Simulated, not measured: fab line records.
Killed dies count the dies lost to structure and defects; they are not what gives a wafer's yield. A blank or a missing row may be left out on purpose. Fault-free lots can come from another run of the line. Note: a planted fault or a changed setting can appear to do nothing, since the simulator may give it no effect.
What tool caused it? -- flow n5_finfet -- Sampling: 9 lots, 27 wafers, 6 of 1938 route steps

## WHAT THE GAUGES SHOWED, per wafer
N5_BEOL_M3_OCD_MEAS_38. Usual: 55.9 nm for trench_depth_nm, sd 1.7.
lot,measured,on,trench_depth_nm (nm),flag
L583,day 7 05:44,ocd-02,53.2 54.7 54.6,
L586,day 8 07:28,ocd-01,54.6 55.1 53.1,
L588,day 8 10:26,ocd-02,58.6 54.9 55.8,
L590,day 8 14:04,ocd-01,56.2 54.8 55.7,
L592,day 9 13:47,ocd-02,76.1 57.4 56.5,OFF
L599,day 11 13:28,ocd-01,58.9 59.1 55.1,
L600,day 11 16:33,ocd-02,54.1 58.1 54.9,
L603,day 12 06:10,ocd-02,59.0 53.2 58.8,
L605,day 13 00:25,ocd-02,57.0 57.5 58.2,

N5_BEOL_M4_RC_MEAS_101. Usual: DIBL_N 37.3 mV/V, standard deviation 2.3; DIBL_P 37.4 mV/V, standard deviation 2.9; IOFF_N 0.18 nA/um, standard deviation 0.045; IOFF_P 0.25 nA/um, standard deviation 0.054; ION_N 679 uA/um, standard deviation 15; ION_P 468 uA/um, standard deviation 9.7; SS_N 71.8 mV/dec, standard deviation 0.62; SS_P 73.6 mV/dec, standard deviation 0.76; VT_N 248 mV, standard deviation 4.1; VT_P -248 mV, standard deviation 3.6.
lot,measured,on,DIBL_N (mV/V),DIBL_P (mV/V),IOFF_N (nA/um),IOFF_P (nA/um),ION_N (uA/um),ION_P (uA/um),SS_N (mV/dec),SS_P (mV/dec),VT_N (mV),VT_P (mV),flag
L583,day 7 19:43,prober-02,40.0 36.8 42.1,39.1 35.1 40.9,0.22 0.16 0.27,0.33 0.23 0.35,686 680 691,470 469 472,71.7 71.4 72.3,73.7 73.0 74.2,242 249 243,-242 -248 -241,
L586,day 8 21:13,prober-01,37.0 32.8 34.7,38.6 32.4 35.2,0.17 0.09 0.12,0.24 0.14 0.18,697 651 666,480 450 459,71.6 71.4 71.6,72.8 71.4 72.1,247 259 253,-249 -254 -249,
L588,day 9 03:22,prober-02,39.0 40.6 37.3,39.4 43.2 38.2,0.20 0.26 0.17,0.25 0.31 0.22,681 693 698,464 473 469,71.6 72.8 72.0,74.0 74.9 73.0,247 243 248,-249 -248 -251,
L590,day 9 07:28,prober-01,35.1 37.2 37.0,35.3 38.0 37.3,0.15 0.19 0.19,0.22 0.27 0.26,687 687 687,473 472 470,71.1 72.2 71.5,73.1 73.1 73.8,246 245 245,-248 -245 -247,
L592,day 10 02:01,prober-02,39.1 38.3 41.6,39.9 37.7 44.0,0.21 0.19 0.27,0.28 0.24 0.34,685 680 706,467 461 480,71.8 71.5 73.0,74.1 72.9 75.6,245 248 244,-247 -249 -245,
L599,day 12 05:07,prober-02,33.5 32.0 35.5,34.4 33.1 35.0,0.14 0.13 0.16,0.20 0.19 0.21,669 679 652,463 468 450,70.6 70.6 71.8,73.1 72.6 73.5,251 249 251,-249 -250 -253,
L600,day 12 06:49,prober-01,38.4 36.5 37.4,39.6 37.6 38.9,0.22 0.18 0.21,0.29 0.25 0.28,672 695 703,459 473 474,73.0 71.3 71.7,74.3 74.1 74.2,248 248 245,-246 -246 -244,
L603,day 13 04:02,prober-01,38.4 36.2 38.8,38.8 35.8 39.9,0.19 0.15 0.20,0.27 0.22 0.29,677 662 677,475 462 469,71.7 71.6 72.2,73.7 72.5 73.6,246 252 248,-244 -245 -245,
L605,day 13 12:40,prober-01,38.2 38.9 34.8,37.6 41.0 34.9,0.17 0.22 0.12,0.22 0.31 0.19,663 688 654,455 470 460,72.4 72.6 71.5,73.6 74.6 73.9,254 244 257,-252 -246 -251,

## WHICH TOOL RAN EACH LOT (tool, then ch and the chambers of the sampled wafers, then the start)
lot,N5_BEOL_M3_VIA_ETCH_34,N5_BEOL_M3_TRENCH_ETCH_37,N5_BEOL_M3_STRIP_97,N5_BEOL_M3_DEGAS_44
L583,"rie_diel-01 ch 0,1,3, day 7 05:29","rie_diel-01 ch 0,1,3, day 7 05:35","rie_diel-01 ch 0,1,3, day 7 05:44 or earlier","pvd_sputter-02, day 7 06:09"
L586,"rie_diel-01 ch 0,1,3, day 8 07:13","rie_diel-01 ch 0,1,3, day 8 07:19","rie_diel-01 ch 0,1,3, day 8 07:28 or earlier","pvd_sputter-01, day 8 07:59"
L588,"rie_diel-05 ch 0,2,3, day 8 10:11","rie_diel-05 ch 0,2,3, day 8 10:17","rie_diel-05 ch 0,2,3, day 8 10:26 or earlier","pvd_sputter-03, day 8 11:00"
L590,"rie_diel-03 ch 0,1, day 8 13:49","rie_diel-03 ch 0,1, day 8 13:55","rie_diel-03 ch 0,1, day 8 14:04 or earlier","pvd_sputter-03, day 8 14:24"
L592,"rie_diel-03 ch 0,1,2, day 9 13:31","rie_diel-03 ch 0,1,2, day 9 13:37","rie_diel-03 ch 0,1,2, day 9 13:47 or earlier","pvd_sputter-03, day 9 14:13"
L599,"rie_diel-05 ch 2,3, day 11 13:12","rie_diel-05 ch 2,3, day 11 13:18","rie_diel-05 ch 2,3, day 11 13:28 or earlier","pvd_sputter-03, day 11 13:49"
L600,"rie_diel-01 ch 0,1, day 11 16:18","rie_diel-01 ch 0,1, day 11 16:24","rie_diel-01 ch 0,1, day 11 16:33 or earlier","pvd_sputter-03, day 11 17:07"
L603,"rie_diel-05 ch 1,3, day 12 05:55","rie_diel-05 ch 1,3, day 12 06:01","rie_diel-05 ch 1,3, day 12 06:10 or earlier","pvd_sputter-02, day 12 06:47"
L605,"rie_diel-03 ch 1,3, day 13 00:10","rie_diel-03 ch 1,3, day 13 00:16","rie_diel-03 ch 1,3, day 13 00:25 or earlier","pvd_sputter-02, day 13 00:42"
- N5_BEOL_M3_VIA_ETCH_34: etches the open film in C4F6/O2, target depth 69.4 nm, time 65.9 s.
- N5_BEOL_M3_TRENCH_ETCH_37: etches SiOC in C4F6/O2, target depth 55.555 nm, time 29.2 s.
- N5_BEOL_M3_STRIP_97: strips in N2/H2, time 10 s.
- N5_BEOL_M3_DEGAS_44: time 60 s.

## AS READ BY THE TOOLS THEMSELVES (means over the sampled wafers that have a number; for cases with no such wafer, the mark the record gives instead)
N5_BEOL_M3_VIA_ETCH_34. Usual: drypump_motor_current_A 5.8 A, standard deviation 0.57; oes_f_703_au 0.83 a.u., standard deviation 0.088; oes_product_au 0.82 a.u., standard deviation 0.086; rf_vpp_V 660 V, standard deviation 18; showerhead_plenum_p_Torr 2.81 Torr, standard deviation 0.062; throttle_valve_pct 30.72 %, standard deviation 0.29.
lot,tool,drypump_motor_current_A (A),oes_f_703_au (a.u.),oes_product_au (a.u.),rf_vpp_V (V),showerhead_plenum_p_Torr (Torr),throttle_valve_pct (%),flag
L583,rie_diel-01,6.0,0.74,0.72,654,2.76,30.77,
L586,rie_diel-01,6.0,0.73,0.71,654,2.76,30.77,
L588,rie_diel-05,5.9,0.89,0.87,657,2.84,30.66,
L590,rie_diel-03,5.9,0.76,0.76,653,2.82,31.15,
L592,rie_diel-03,5.5,0.77,0.77,664,2.82,31.06,
L599,rie_diel-05,5.6,0.90,0.90,669,2.88,30.72,
L600,rie_diel-01,5.9,0.81,0.81,680,2.89,30.77,
L603,rie_diel-05,5.5,0.89,0.87,665,2.89,30.83,
L605,rie_diel-03,5.8,0.89,0.87,658,2.76,30.46,

N5_BEOL_M3_TRENCH_ETCH_37. Usual: drypump_motor_current_A 5.8 A, standard deviation 0.58; oes_f_703_au 0.83 a.u., standard deviation 0.087; oes_product_au 0.82 a.u., standard deviation 0.086; rf_vpp_V 659 V, standard deviation 19; showerhead_plenum_p_Torr 2.81 Torr, standard deviation 0.062; throttle_valve_pct 20.78 %, standard deviation 0.27.
lot,tool,drypump_motor_current_A (A),oes_f_703_au (a.u.),oes_product_au (a.u.),rf_vpp_V (V),showerhead_plenum_p_Torr (Torr),throttle_valve_pct (%),flag
L583,rie_diel-01,6.0,0.74,0.72,653,2.77,20.87,
L586,rie_diel-01,6.0,0.73,0.72,655,2.76,20.88,
L588,rie_diel-05,5.9,0.89,0.88,656,2.84,20.69,
L590,rie_diel-03,5.9,0.76,0.76,652,2.83,21.14,
L592,rie_diel-03,5.5,0.77,0.82,663,2.82,21.11,
L599,rie_diel-05,5.5,0.91,0.90,668,2.89,20.68,
L600,rie_diel-01,6.0,0.81,0.82,679,2.89,20.84,
L603,rie_diel-05,5.5,0.89,0.87,663,2.89,20.78,
L605,rie_diel-03,5.8,0.89,0.86,657,2.76,20.55,

N5_BEOL_M3_STRIP_97. Usual: bias_power_w 7.002 W, standard deviation 0.019; drypump_motor_current_A 5.8 A, standard deviation 0.58; oes_product_au 0.82 a.u., standard deviation 0.085; rf_vpp_V 59.1 V, standard deviation 0.84; showerhead_plenum_p_Torr 2.51 Torr, standard deviation 0.057; throttle_valve_pct 23.7 %, standard deviation 0.3.
lot,tool,bias_power_w (W),drypump_motor_current_A (A),oes_product_au (a.u.),rf_vpp_V (V),showerhead_plenum_p_Torr (Torr),throttle_valve_pct (%),flag
L583,rie_diel-01,7.017,6.0,0.72,58.7,2.46,23.6,
L586,rie_diel-01,7.014,6.0,0.72,59.2,2.45,23.6,
L588,rie_diel-05,7.001,5.9,0.87,59.5,2.56,23.8,
L590,rie_diel-03,7.002,5.9,0.76,58.6,2.49,23.7,
L592,rie_diel-03,7.001,5.5,0.78,58.9,2.49,23.8,
L599,rie_diel-05,7.026,5.6,0.90,59.9,2.60,23.8,
L600,rie_diel-01,6.982,5.9,0.81,59.3,2.57,23.6,
L603,rie_diel-05,6.999,5.5,0.87,59.2,2.60,23.7,
L605,rie_diel-03,7.000,5.8,0.85,58.7,2.49,23.8,

N5_BEOL_M3_DEGAS_44. Usual: 325 W for heater_power_w, sd 31.
lot,tool,heater_power_w (W),flag
L583,pvd_sputter-02,331,
L586,pvd_sputter-01,350,
L588,pvd_sputter-03,307,
L590,pvd_sputter-03,307,
L592,pvd_sputter-03,307,
L599,pvd_sputter-03,338,
L600,pvd_sputter-03,311,
L603,pvd_sputter-02,315,
L605,pvd_sputter-02,343,

## THE ANSWER, worked out from the rows above alone
Rule: lot off if the mean of its wafers having a number is beyond 3 standard deviations from the usual mean. A lot without any number at a reading at which 4 lots or more have one is off too. The other lots that the step has rows for count as sound. After the gauges, taken in route order, come the tools' own readings; for these a lot's mean is taken, as printed above. At the first step where some lot is off, the reading lying furthest off is the one used; lots without a number count as furthest.
Off: L592 (N5_BEOL_M3_OCD_MEAS_38, trench_depth_nm).
If a tool, at a process step before that reading, ran all the lots that are off and no sound lot after the first of them, it fits. Those tools and the gauges at N5_BEOL_M3_OCD_MEAS_38 are tried in the same way. N5_BEOL_M3_STRIP_97: start missing for some lots; hours and lot order therefore follow N5_BEOL_M3_OCD_MEAS_38. No candidate that was tried fits.

## WHAT THE SIMULATOR PUT IN
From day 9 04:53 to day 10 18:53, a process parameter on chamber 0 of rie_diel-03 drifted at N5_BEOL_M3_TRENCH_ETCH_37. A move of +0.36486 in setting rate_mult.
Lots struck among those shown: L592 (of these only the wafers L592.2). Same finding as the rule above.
